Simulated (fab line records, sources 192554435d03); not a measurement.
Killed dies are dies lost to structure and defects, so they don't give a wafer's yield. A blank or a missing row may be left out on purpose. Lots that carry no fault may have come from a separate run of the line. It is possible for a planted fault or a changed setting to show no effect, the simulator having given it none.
Matching of chambers / flow n5-finfet / ald-sin-03 running N5_MOL_CONTACT_COAG_ALD_131: 4 sister chambers
The step deposits SiO2, target thk 5 nm, pulse time 1 s, co reactant pulse time 1 s. 4 wafers are shown with their chamber, then 9 later ones without.

## EACH WAFER AND ITS CHAMBER
wafer=L086.6; chamber=0; heater-power-w (W)=70
wafer=L091.6; chamber=2; heater-power-w (W)=72
wafer=L094.4; chamber=1; heater-power-w (W)=76
wafer=L094.6; chamber=3; heater-power-w (W)=67

## WAFERS WHOSE CHAMBER IS MISSING
wafer=L095.1; heater-power-w (W)=66
wafer=L095.2; heater-power-w (W)=65
wafer=L095.3; heater-power-w (W)=78
wafer=L095.4; heater-power-w (W)=74
wafer=L095.5; heater-power-w (W)=72
wafer=L095.6; heater-power-w (W)=67
wafer=L096.2; heater-power-w (W)=65
wafer=L096.4; heater-power-w (W)=66
wafer=L096.6; heater-power-w (W)=75

## CHAMBER TAKEN BY EACH
wafer=L095.1; from the rows above=3; in truth=3
wafer=L095.2; from the rows above=3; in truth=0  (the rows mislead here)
wafer=L095.3; from the rows above=1; in truth=1
wafer=L095.4; from the rows above=can't be placed: 1 or 2 or 0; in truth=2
wafer=L095.5; from the rows above=can't be placed: 2 or 0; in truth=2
wafer=L095.6; from the rows above=3; in truth=3
wafer=L096.2; from the rows above=3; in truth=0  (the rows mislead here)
wafer=L096.4; from the rows above=3; in truth=3
wafer=L096.6; from the rows above=can't be placed: 1 or 2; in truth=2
Correct placement for 4 of the 9. Not placeable from these rows: 3 (in 3, the candidates include the true chamber). Number placed wrongly: 2.
How it was worked out, from the rows above alone: a wafer's distance from a chamber is the root of the sum, over the readings, of the square of ((its reading less the chamber's mean) divided by the reading's scatter). If the next closest chamber is less than 2 further off than the closest, the wafer can't be placed; otherwise it belongs to the closest. For every chamber, the mean is computed from those of its wafers that are shown. The scatter: with one shown wafer a chamber, the root of the mean of the squares of how far each hidden wafer lies from its nearest shown one.
